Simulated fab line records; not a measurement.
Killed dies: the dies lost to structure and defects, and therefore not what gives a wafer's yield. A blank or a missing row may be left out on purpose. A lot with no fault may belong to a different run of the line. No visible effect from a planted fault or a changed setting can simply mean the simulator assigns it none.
Which tool did it? | flow n5Finfet | Sampling: 10 lots, 30 wafers, 8 of 1938 route steps

== WHAT THE GAUGES READ, wafer by wafer ==
N5_BEOL_M5_OCD_MEAS_38.
lot  | measured     | on     | trenchDepthNm (nm)
L912 | day 11 04:38 | ocd-02 | 70.0 69.6 70.7
L918 | day 12 18:34 | ocd-02 | 70.6 75.6 70.8
L920 | day 13 04:50 | ocd-01 | 71.0 69.9 75.1
L917 | day 13 05:37 | ocd-02 | 75.0 73.5 69.6
L924 | day 13 16:02 | ocd-01 | 70.2 75.2 70.5
L923 | day 14 13:22 | ocd-01 | 72.9 69.6 69.8
L925 | day 16 00:43 | ocd-02 | 70.0 75.0 72.6
L932 | day 16 13:19 | ocd-01 | 70.2 70.6 70.2
L934 | day 16 13:47 | ocd-01 | 69.2 72.5 53.5
L931 | day 17 08:20 | ocd-02 | 69.0 73.6 55.4

N5_BEOL_M5_THK_MEAS_53: measures by xrf.
lot  | measured     | on           | M5_THK (nm)
L912 | day 11 13:46 | filmMetro-01 | 61.2 62.6 62.7
L918 | day 13 01:50 | filmMetro-02 | 60.5 68.2 61.8
L920 | day 13 12:02 | filmMetro-01 | 62.3 62.0 65.5
L917 | day 13 13:41 | filmMetro-02 | 64.6 64.6 62.5
L924 | day 13 23:47 | filmMetro-01 | 60.2 66.8 60.6
L923 | day 14 20:58 | filmMetro-02 | 62.5 62.3 61.9
L925 | day 16 10:24 | filmMetro-02 | 60.9 64.0 62.9
L932 | day 16 20:09 | filmMetro-01 | 61.7 60.4 60.8
L934 | day 16 22:45 | filmMetro-02 | 59.9 62.6 42.3
L931 | day 17 16:30 | filmMetro-01 | 58.9 63.2 45.4

N5_BEOL_M5_RS_MEAS_57: a four-point-probe measurement.
lot  | measured     | on           | M5_RS (ohm/sq)
L912 | day 11 14:02 | filmMetro-02 | 0.394 0.385 0.384
L918 | day 13 02:05 | filmMetro-01 | 0.401 0.347 0.390
L920 | day 13 12:20 | filmMetro-01 | 0.387 0.388 0.363
L917 | day 13 13:57 | filmMetro-01 | 0.370 0.369 0.387
L924 | day 14 00:02 | filmMetro-02 | 0.403 0.355 0.399
L923 | day 14 21:13 | filmMetro-02 | 0.386 0.386 0.390
L925 | day 16 10:40 | filmMetro-01 | 0.396 0.375 0.384
L932 | day 16 20:25 | filmMetro-01 | 0.391 0.403 0.396
L934 | day 16 23:01 | filmMetro-01 | 0.399 0.381 0.624
L931 | day 17 16:46 | filmMetro-02 | 0.416 0.380 0.575

N5_BEOL_M15_RC_MEAS_101.
lot  | measured     | on        | COMB_M10 (S/m)             | COMB_M10_max_site (S/m) | COMB_M11 (S/m)             | COMB_M12 (S/m)          | COMB_M12_max_site (S/m)    | COMB_M13 (S/m)          | COMB_M14 (S/m)          | COMB_M15 (S/m)          | COMB_M6 (S/m)           | COMB_M7 (S/m)           | COMB_M7_max_site (S/m)  | COMB_M8 (S/m)           | COMB_M9 (S/m)           | COMB_M9_max_site (S/m)  | SERP_M10 (ohm/um) | SERP_M10_max_site (ohm/um) | SERP_M11 (ohm/um) | SERP_M11_max_site (ohm/um) | SERP_M12 (ohm/um) | SERP_M12_max_site (ohm/um) | SERP_M13 (ohm/um) | SERP_M14 (ohm/um) | SERP_M5 (ohm/um) | SERP_M5_max_site (ohm/um) | SERP_M6 (ohm/um) | SERP_M7 (ohm/um) | SERP_M8 (ohm/um) | SERP_M9 (ohm/um)
L912 | day 15 06:46 | prober-01 | 1.62e-11 1.66e-11 1.42e-11 | 2.4e-11 2.9e-11 2.2e-11 | 1.69e-11 1.63e-11 1.22e-11 | 6.9e-12 7.8e-12 6.4e-12 | 1.08e-11 1.29e-11 1.03e-11 | 6e-12 6.7e-12 5.2e-12   | 2.6e-12 4.1e-12 3.7e-12 | 2.7e-12 2.9e-12 2.9e-12 | 2.2e-11 3.3e-11 2.6e-11 | 1.8e-11 1.9e-11 2e-11   | 2.2e-11 2.5e-11 2.7e-11 | 1.8e-11 2.4e-11 2.8e-11 | 1.1e-11 1.2e-11 1e-11   | 1.4e-11 1.6e-11 1.7e-11 | 3.11 3.10 3.18    | 3.20 3.17 3.21             | 3.14 3.11 3.22    | 3.18 3.19 3.30             | 0.657 0.653 0.637 | 0.670 0.659 0.654          | 0.319 0.308 0.312 | 0.170 0.157 0.161 | 37.2 37.8 37.4   | 38.9 39.8 38.2            | 14.2 14.1 14.5   | 13.6 14.5 14.6   | 13.1 13.5 14.3   | 3.18 3.09 3.14
L918 | day 16 19:16 | prober-02 | 2.06e-11 1.89e-11 1.27e-11 | 2.6e-11 3.1e-11 1.7e-11 | 1.51e-11 1.45e-11 1.35e-11 | 4.9e-12 6e-12 6.1e-12   | 6.3e-12 7.3e-12 8.1e-12    | 4.2e-12 5.4e-12 4.2e-12 | 3.7e-12 3.1e-12 3.5e-12 | 3.3e-12 3e-12 3.4e-12   | 2.7e-11 1.9e-11 2.3e-11 | 3e-11 3.7e-11 2.1e-11   | 4.4e-11 5.5e-11 4e-11   | 2.8e-11 3.4e-11 2.9e-11 | 1.9e-11 1.4e-11 1.5e-11 | 2.4e-11 1.7e-11 2.1e-11 | 3.20 3.16 3.12    | 3.30 3.27 3.21             | 3.04 2.92 2.94    | 3.21 2.96 3.02             | 0.620 0.627 0.648 | 0.625 0.633 0.674          | 0.320 0.318 0.325 | 0.158 0.165 0.170 | 40.5 37.6 40.9   | 42.9 39.8 42.3            | 14.1 14.3 15.5   | 14.4 13.8 14.1   | 13.5 14.6 14.6   | 3.16 3.19 3.23
L920 | day 17 07:59 | prober-01 | 1.38e-11 1.67e-11 1.34e-11 | 1.8e-11 3.5e-11 1.5e-11 | 1.81e-11 1.67e-11 1.14e-11 | 5.1e-12 4.3e-12 7.2e-12 | 6.5e-12 6.4e-12 9.1e-12    | 5.8e-12 5e-12 5.4e-12   | 3.7e-12 4.7e-12 4.9e-12 | 2.4e-12 2.3e-12 2.6e-12 | 2.5e-11 1.7e-11 2.6e-11 | 2.6e-11 3.1e-11 2.9e-11 | 4e-11 3.8e-11 4.1e-11   | 2.1e-11 1.8e-11 1.6e-11 | 1.3e-11 1.3e-11 1.1e-11 | 1.6e-11 2e-11 1.3e-11   | 3.22 3.10 3.22    | 3.36 3.13 3.31             | 3.07 3.03 2.84    | 3.23 3.19 3.05             | 0.603 0.611 0.598 | 0.625 0.618 0.605          | 0.327 0.304 0.306 | 0.153 0.147 0.155 | 37.6 39.1 37.4   | 40.1 40.3 37.9            | 13.2 14.1 13.9   | 13.6 13.8 13.3   | 14.8 14.8 15.3   | 3.19 3.10 3.19
L917 | day 17 09:55 | prober-02 | 1.9e-11 1.41e-11 1.49e-11  | 2.6e-11 1.7e-11 2.9e-11 | 1.79e-11 1.26e-11 9.8e-12  | 8.8e-12 7.2e-12 6.8e-12 | 1.05e-11 9.3e-12 8.4e-12   | 5.5e-12 5.9e-12 6.6e-12 | 3.5e-12 2.5e-12 3.2e-12 | 3.1e-12 2.7e-12 2.9e-12 | 2.5e-11 2.9e-11 2.5e-11 | 1.7e-11 3.1e-11 3e-11   | 2.3e-11 4.3e-11 4.2e-11 | 2.4e-11 2.5e-11 2.6e-11 | 2.2e-11 2.1e-11 2.5e-11 | 3.9e-11 3e-11 3.5e-11   | 3.23 2.99 3.26    | 3.37 3.07 3.36             | 2.97 3.12 3.26    | 3.07 3.21 3.37             | 0.654 0.609 0.626 | 0.676 0.624 0.633          | 0.311 0.305 0.316 | 0.154 0.153 0.158 | 39.8 34.9 40.2   | 40.7 35.8 41.4            | 14.0 14.8 15.1   | 12.2 14.3 13.6   | 14.6 14.1 14.0   | 3.19 3.38 3.04
L924 | day 18 00:27 | prober-02 | 1.72e-11 1.66e-11 1.01e-11 | 3e-11 2.8e-11 1.7e-11   | 1.46e-11 1.75e-11 1.52e-11 | 8.3e-12 7e-12 6.3e-12   | 9.8e-12 1e-11 1.07e-11     | 4.4e-12 4.5e-12 4.8e-12 | 3.2e-12 3.3e-12 3.8e-12 | 3.6e-12 2.6e-12 2.5e-12 | 2.6e-11 2.7e-11 1.8e-11 | 2.9e-11 4.4e-11 2.5e-11 | 4.5e-11 5.5e-11 4e-11   | 2.5e-11 2e-11 2e-11     | 1.7e-11 1.6e-11 1.4e-11 | 2.2e-11 2.3e-11 2.4e-11 | 3.08 3.06 3.11    | 3.22 3.15 3.14             | 3.06 2.97 3.08    | 3.13 3.06 3.11             | 0.606 0.610 0.630 | 0.620 0.620 0.643          | 0.307 0.322 0.312 | 0.149 0.157 0.150 | 38.4 34.0 39.2   | 40.3 34.8 39.8            | 13.8 13.0 13.3   | 14.4 15.8 13.9   | 14.4 12.9 13.6   | 2.90 3.05 3.21
L923 | day 19 04:05 | prober-02 | 1.52e-11 1.48e-11 1.24e-11 | 1.8e-11 3.1e-11 1.6e-11 | 1.39e-11 1.77e-11 1.21e-11 | 4.7e-12 6.3e-12 5.7e-12 | 5.6e-12 1.02e-11 7.8e-12   | 5.2e-12 4.9e-12 4.9e-12 | 3.4e-12 3.3e-12 3e-12   | 2.4e-12 1.9e-12 3.4e-12 | 3.1e-11 2.4e-11 2.9e-11 | 3e-11 2.8e-11 2.3e-11   | 3.6e-11 4.7e-11 3.7e-11 | 2.2e-11 2.4e-11 3.4e-11 | 1.1e-11 1.8e-11 1.2e-11 | 1.4e-11 2.2e-11 1.6e-11 | 2.88 3.21 3.21    | 2.93 3.26 3.27             | 3.02 3.15 3.21    | 3.08 3.25 3.32             | 0.583 0.645 0.589 | 0.588 0.658 0.595          | 0.301 0.314 0.314 | 0.157 0.148 0.153 | 38.9 38.3 39.0   | 40.2 40.4 40.5            | 14.0 14.5 15.1   | 13.7 12.9 12.7   | 13.2 13.9 15.3   | 3.08 3.21 3.11
L925 | day 19 21:22 | prober-01 | 1.24e-11 1.35e-11 1.21e-11 | 1.9e-11 1.9e-11 1.8e-11 | 1.5e-11 1.85e-11 9.6e-12   | 7.9e-12 8.9e-12 5.4e-12 | 9.4e-12 1.13e-11 7.6e-12   | 6.4e-12 5.9e-12 5.5e-12 | 6.3e-12 4.3e-12 3.4e-12 | 2.1e-12 2.5e-12 2.4e-12 | 2.9e-11 3.8e-11 1.9e-11 | 3.3e-11 3.2e-11 2.4e-11 | 3.8e-11 4.3e-11 3.8e-11 | 2.7e-11 2.1e-11 2.8e-11 | 1.9e-11 1.9e-11 1.4e-11 | 2.8e-11 2.5e-11 1.9e-11 | 2.92 3.17 3.14    | 2.95 3.27 3.25             | 3.02 3.11 3.01    | 3.09 3.16 3.09             | 0.594 0.632 0.643 | 0.605 0.640 0.652          | 0.308 0.309 0.308 | 0.155 0.158 0.156 | 37.8 38.6 36.6   | 39.1 39.2 38.2            | 14.3 12.7 12.8   | 14.9 14.5 13.8   | 13.5 13.8 14.3   | 3.13 3.27 3.20
L932 | day 20 23:50 | prober-01 | 1.21e-11 1.4e-11 1.16e-11  | 1.5e-11 1.8e-11 1.6e-11 | 2.21e-11 1.31e-11 1.62e-11 | 6.8e-12 7.3e-12 6.2e-12 | 1.25e-11 8.8e-12 8.9e-12   | 3.3e-12 5.6e-12 5.5e-12 | 3.7e-12 2.8e-12 5.2e-12 | 2.7e-12 2.4e-12 2.4e-12 | 2.5e-11 2.4e-11 2.2e-11 | 2.3e-11 2.5e-11 1.8e-11 | 3.3e-11 3.7e-11 2.7e-11 | 2.4e-11 2.6e-11 2.6e-11 | 1.5e-11 1.3e-11 1.1e-11 | 1.8e-11 2.1e-11 1.6e-11 | 3.20 3.14 3.08    | 3.25 3.24 3.14             | 3.23 3.11 3.14    | 3.29 3.25 3.32             | 0.625 0.662 0.697 | 0.644 0.667 0.710          | 0.332 0.306 0.315 | 0.156 0.151 0.166 | 41.0 38.3 42.4   | 43.0 40.0 43.2            | 13.9 15.4 13.1   | 13.9 14.2 14.5   | 14.5 14.3 15.1   | 3.11 2.90 3.39
L934 | day 20 08:32 | prober-02 | 1.48e-11 1.64e-11 1.82e-11 | 2.1e-11 1.9e-11 2.6e-11 | 1.27e-11 2.02e-11 1.73e-11 | 6.1e-12 7.3e-12 5.7e-12 | 8.9e-12 1.1e-11 6.8e-12    | 5.4e-12 4.2e-12 3.8e-12 | 3.5e-12 3.5e-12 3.8e-12 | 2.6e-12 2.9e-12 2.9e-12 | 2.6e-11 2.7e-11 2.5e-11 | 2.1e-11 1.7e-11 2.3e-11 | 3.4e-11 2.4e-11 2.5e-11 | 3.7e-11 2.9e-11 2.1e-11 | 1.6e-11 1.4e-11 1.6e-11 | 2.3e-11 1.6e-11 2.6e-11 | 3.38 3.19 3.08    | 3.44 3.28 3.10             | 3.09 3.14 3.09    | 3.16 3.22 3.17             | 0.656 0.619 0.657 | 0.667 0.649 0.674          | 0.309 0.301 0.310 | 0.151 0.154 0.156 | 42.9 35.4 61.3   | 44.7 36.7 63.9            | 14.9 13.8 13.2   | 13.5 14.2 14.1   | 13.6 14.7 13.9   | 3.15 3.18 3.05
L931 | day 21 00:07 | prober-02 | 1.38e-11 1.23e-11 1.57e-11 | 1.8e-11 1.7e-11 2.6e-11 | 1.37e-11 1.7e-11 1.59e-11  | 8e-12 7.1e-12 5.5e-12   | 1e-11 9.1e-12 7.4e-12      | 4.1e-12 3e-12 4.2e-12   | 3.2e-12 3.4e-12 3e-12   | 2.6e-12 3e-12 2.7e-12   | 2e-11 1.5e-11 2e-11     | 2.8e-11 3.3e-11 2.6e-11 | 3.6e-11 4.9e-11 3e-11   | 2.1e-11 2.5e-11 1.9e-11 | 1.3e-11 1.1e-11 1.7e-11 | 1.5e-11 1.4e-11 2.5e-11 | 3.26 3.09 3.19    | 3.29 3.19 3.21             | 3.04 3.27 3.24    | 3.12 3.31 3.28             | 0.664 0.626 0.672 | 0.685 0.646 0.681          | 0.308 0.330 0.302 | 0.160 0.161 0.172 | 40.8 37.8 53.6   | 42.0 39.3 56.2            | 13.0 13.3 13.1   | 14.5 15.0 13.3   | 14.7 13.3 13.0   | 3.08 3.38 3.10

== EACH LOT AND THE TOOL THAT RAN IT (in order: tool; ch and the chambers of the sampled wafers; start) ==
lot  | N5_BEOL_M5_STRIP_64               | N5_BEOL_M5_ETCH_68                | N5_BEOL_M5_TRENCH_ETCH_37         | N5_BEOL_M5_STRIP_91
L912 | rieDiel-06 ch 0,3, day 11 01:30   | rieDiel-02 ch 1,2,3, day 11 04:18 | rieDiel-02 ch 1,2,3, day 11 04:29 | rieDiel-02 ch 1,2,3, day 11 04:38 or earlier
L918 | rieDiel-02 ch 0,1, day 12 16:50   | rieDiel-06 ch 0,3, day 12 18:13   | rieDiel-06 ch 0,3, day 12 18:24   | rieDiel-06 ch 0,3, day 12 18:34 or earlier
L920 | rieDiel-02 ch 0,2,3, day 13 01:40 | rieDiel-02 ch 0,1,3, day 13 04:29 | rieDiel-02 ch 0,1,3, day 13 04:40 | rieDiel-02 ch 0,1,3, day 13 04:50 or earlier
L917 | rieDiel-02 ch 0,1,2, day 13 04:04 | rieDiel-02 ch 0,3, day 13 05:16   | rieDiel-02 ch 0,3, day 13 05:27   | rieDiel-02 ch 0,3, day 13 05:37 or earlier
L924 | rieDiel-05 ch 0,2,3, day 13 12:35 | rieDiel-06 ch 0,1,3, day 13 15:41 | rieDiel-06 ch 0,1,3, day 13 15:53 | rieDiel-06 ch 0,1,3, day 13 16:02 or earlier
L923 | rieDiel-02 ch 0,1,3, day 14 09:09 | rieDiel-02 ch 0,1,3, day 14 13:01 | rieDiel-02 ch 0,1,3, day 14 13:12 | rieDiel-02 ch 0,1,3, day 14 13:22 or earlier
L925 | rieDiel-06 ch 0,3, day 15 21:11   | rieDiel-06 ch 0,2,3, day 16 00:22 | rieDiel-06 ch 0,2,3, day 16 00:34 | rieDiel-06 ch 0,2,3, day 16 00:43 or earlier
L932 | rieDiel-05 ch 0,2,3, day 16 05:13 | rieDiel-05 ch 0,3, day 16 12:59   | rieDiel-05 ch 0,3, day 16 13:10   | rieDiel-05 ch 0,3, day 16 13:19 or earlier
L934 | rieDiel-05 ch 0,3, day 16 10:33   | rieDiel-02 ch 0,1,3, day 16 13:27 | rieDiel-02 ch 0,1,3, day 16 13:38 | rieDiel-02 ch 0,1,3, day 16 13:47 or earlier
L931 | rieDiel-06 ch 0,2,3, day 17 06:57 | rieDiel-02 ch 0,1,2, day 17 07:59 | rieDiel-02 ch 0,1,2, day 17 08:10 | rieDiel-02 ch 0,1,2, day 17 08:20 or earlier
- N5_BEOL_M5_STRIP_64: strips in CF4.
- N5_BEOL_M5_ETCH_68: etches SOC in N2/H2, target depth 80 nm, overetch 16 nm, time 120 s.
- N5_BEOL_M5_TRENCH_ETCH_37: etches SiCOH lowk in C4F6/O2, target depth 71.652 nm, time 24.7 s.
- N5_BEOL_M5_STRIP_91: strips in N2/H2, time 10 s.

== WHAT THE TOOLS THEMSELVES READ (means of the sampled wafers that have a number; where no wafer has one, the mark that the record gives instead) ==
N5_BEOL_M5_STRIP_64.
lot  | tool       | biasPowerW (W) | cf4FlowSccm (sccm) | drypumpMotorCurrentA (A) | oesProductAu (a.u.) | rfVppV (V) | showerheadPlenumPTorr (Torr) | throttleValvePct (%)
L912 | rieDiel-06 | 75.14          | 150.3              | 6.0                      | 0.86                | 272.4      | 1.81                         | 13.47
L918 | rieDiel-02 | 75.04          | 150.6              | 5.9                      | 0.84                | 273.0      | 1.89                         | 13.54
L920 | rieDiel-02 | 75.05          | 149.8              | 5.2                      | 0.81                | 271.6      | 1.83                         | 13.72
L917 | rieDiel-02 | 75.02          | 150.1              | 5.4                      | 0.80                | 273.5      | 1.87                         | 13.62
L924 | rieDiel-05 | 75.14          | 150.0              | 5.6                      | 0.72                | 270.5      | 1.76                         | 13.65
L923 | rieDiel-02 | 75.10          | 149.7              | 5.6                      | 0.83                | 272.5      | 1.84                         | 13.68
L925 | rieDiel-06 | 74.99          | 149.6              | 5.9                      | 0.81                | 271.1      | 1.80                         | 13.56
L932 | rieDiel-05 | 75.08          | 150.0              | 5.6                      | 0.70                | 270.3      | 1.76                         | 13.70
L934 | rieDiel-05 | 74.90          | 149.7              | 5.2                      | 0.69                | 269.0      | 1.71                         | 13.79
L931 | rieDiel-06 | 75.09          | 150.4              | 5.8                      | 0.82                | 270.7      | 1.79                         | 13.49

N5_BEOL_M5_ETCH_68.
lot  | tool       | drypumpMotorCurrentA (A) | h2FlowSccm (sccm) | oesProductAu (a.u.) | rfVppV (V) | showerheadPlenumPTorr (Torr) | tempC (C) | throttleValvePct (%)
L912 | rieDiel-02 | 5.7                      | 200.1             | 0.59                | 524.4      | 2.59                         | 39.91     | 18.0
L918 | rieDiel-06 | 5.9                      | 200.2             | 0.62                | 524.5      | 2.57                         | 40.03     | 18.0
L920 | rieDiel-02 | 5.6                      | 200.3             | 0.65                | 525.8      | 2.61                         | 39.95     | 18.0
L917 | rieDiel-02 | 5.1                      | 200.2             | 0.68                | 527.0      | 2.62                         | 39.93     | 18.1
L924 | rieDiel-06 | 5.8                      | 199.7             | 0.62                | 525.5      | 2.59                         | 39.96     | 17.8
L923 | rieDiel-02 | 5.6                      | 200.4             | 0.64                | 525.5      | 2.61                         | 40.11     | 18.0
L925 | rieDiel-06 | 5.8                      | 200.6             | 0.64                | 523.4      | 2.53                         | 39.92     | 17.7
L932 | rieDiel-05 | 5.2                      | 200.0             | 0.53                | 520.1      | 2.41                         | 39.89     | 17.9
L934 | rieDiel-02 | 5.6                      | 199.7             | 0.62                | 525.0      | 2.60                         | 40.03     | 18.1
L931 | rieDiel-02 | 5.4                      | 199.6             | 0.65                | 526.4      | 2.64                         | 39.91     | 17.8

N5_BEOL_M5_TRENCH_ETCH_37.
lot  | tool       | C4F6_flow_sccm (sccm) | O2_flow_sccm (sccm) | drypumpMotorCurrentA (A) | oesProductAu (a.u.) | rfVppV (V) | showerheadPlenumPTorr (Torr) | throttleValvePct (%)
L912 | rieDiel-02 | 10.00                 | 9.98                | 5.7                      | 0.77                | 689        | 2.87                         | 20.89
L918 | rieDiel-06 | 9.98                  | 10.00               | 5.9                      | 0.82                | 682        | 2.86                         | 21.07
L920 | rieDiel-02 | 10.00                 | 10.04               | 5.6                      | 0.85                | 699        | 2.90                         | 20.98
L917 | rieDiel-02 | 10.01                 | 10.01               | 5.1                      | 0.90                | 698        | 2.91                         | 21.05
L924 | rieDiel-06 | 10.01                 | 10.00               | 5.8                      | 0.81                | 680        | 2.90                         | 20.86
L923 | rieDiel-02 | 10.01                 | 10.03               | 5.6                      | 0.82                | 699        | 2.90                         | 20.99
L925 | rieDiel-06 | 9.99                  | 9.99                | 5.8                      | 0.85                | 672        | 2.85                         | 20.89
L932 | rieDiel-05 | 9.98                  | 10.01               | 5.2                      | 0.69                | 683        | 2.69                         | 20.97
L934 | rieDiel-02 | 10.00                 | 10.00               | 5.6                      | 0.77                | 698        | 2.89                         | 20.98
L931 | rieDiel-02 | 9.98                  | 9.97                | 5.4                      | 0.80                | 681        | 2.95                         | 20.81

N5_BEOL_M5_STRIP_91.
lot  | tool       | biasPowerW (W) | drypumpMotorCurrentA (A) | h2FlowSccm (sccm) | oesProductAu (a.u.) | rfVppV (V) | showerheadPlenumPTorr (Torr) | tempC (C) | throttleValvePct (%)
L912 | rieDiel-02 | 6.988          | 5.7                      | 199.8             | 0.79                | 59.1       | 2.59                         | 39.95     | 23.9
L918 | rieDiel-06 | 7.030          | 5.9                      | 200.3             | 0.82                | 59.3       | 2.56                         | 40.06     | 23.9
L920 | rieDiel-02 | 6.981          | 5.6                      | 200.5             | 0.86                | 60.1       | 2.61                         | 40.01     | 24.0
L917 | rieDiel-02 | 6.991          | 5.1                      | 200.0             | 0.91                | 58.9       | 2.62                         | 40.09     | 24.2
L924 | rieDiel-06 | 7.010          | 5.8                      | 199.6             | 0.80                | 59.0       | 2.59                         | 40.02     | 23.5
L923 | rieDiel-02 | 7.003          | 5.6                      | 200.5             | 0.82                | 58.7       | 2.60                         | 40.07     | 24.0
L925 | rieDiel-06 | 7.001          | 5.8                      | 200.5             | 0.84                | 60.1       | 2.53                         | 40.06     | 23.6
L932 | rieDiel-05 | 6.993          | 5.2                      | 200.5             | 0.68                | 58.8       | 2.40                         | 39.99     | 23.8
L934 | rieDiel-02 | 7.022          | 5.6                      | 199.7             | 0.81                | 59.9       | 2.60                         | 40.02     | 24.0
L931 | rieDiel-02 | 6.985          | 5.4                      | 200.1             | 0.86                | 60.0       | 2.63                         | 40.13     | 23.6

== THE ANSWER, worked out from the rows above alone ==
Rule: the usual values come from the lots themselves. The widest of any qualifying gaps counts: lots, ordered by their means at a reading, are off when they make up no more than a third of the lots, leave a main group of 4 or more, and stand apart from it by 3 or more times the standard deviation of that group's means. If all means in a main group match to the digits the tables above print for the reading, that group is not used. A lot without any number at a reading at which 4 lots or more have one is off too. All remaining lots with rows at the step are treated as sound. Order of review: gauges by route order, followed by the tools' own readings, for which a lot's mean as printed above is used. At the first step where some lot is off, the reading lying furthest off is the one used; lots without a number count as furthest.
Off: L934, L931 (N5_BEOL_M5_OCD_MEAS_38, trenchDepthNm). The main group: mean 71.6 nm, standard deviation 0.97.
A tool fits if, at a process step before that reading, it ran every lot that is off, and no sound lot after the first of them. Not tried: the gauges at N5_BEOL_M5_OCD_MEAS_38; whatever is off there is also off at N5_BEOL_M5_THK_MEAS_53, on other tools, and gauge error can't account for it. Because N5_BEOL_M5_STRIP_91 lacks a start for some lots, the hours and order of its lots are taken from N5_BEOL_M5_OCD_MEAS_38. One candidate fits, namely rieDiel-02 at N5_BEOL_M5_ETCH_68 and N5_BEOL_M5_TRENCH_ETCH_37 and N5_BEOL_M5_STRIP_91. At N5_BEOL_M5_ETCH_68 its last sound lot is L923 (day 14 13:01), its first lot that is off L934 (day 16 13:27): a fault that began between those two fits.

== WHAT THE SIMULATOR HAD PUT IN ==
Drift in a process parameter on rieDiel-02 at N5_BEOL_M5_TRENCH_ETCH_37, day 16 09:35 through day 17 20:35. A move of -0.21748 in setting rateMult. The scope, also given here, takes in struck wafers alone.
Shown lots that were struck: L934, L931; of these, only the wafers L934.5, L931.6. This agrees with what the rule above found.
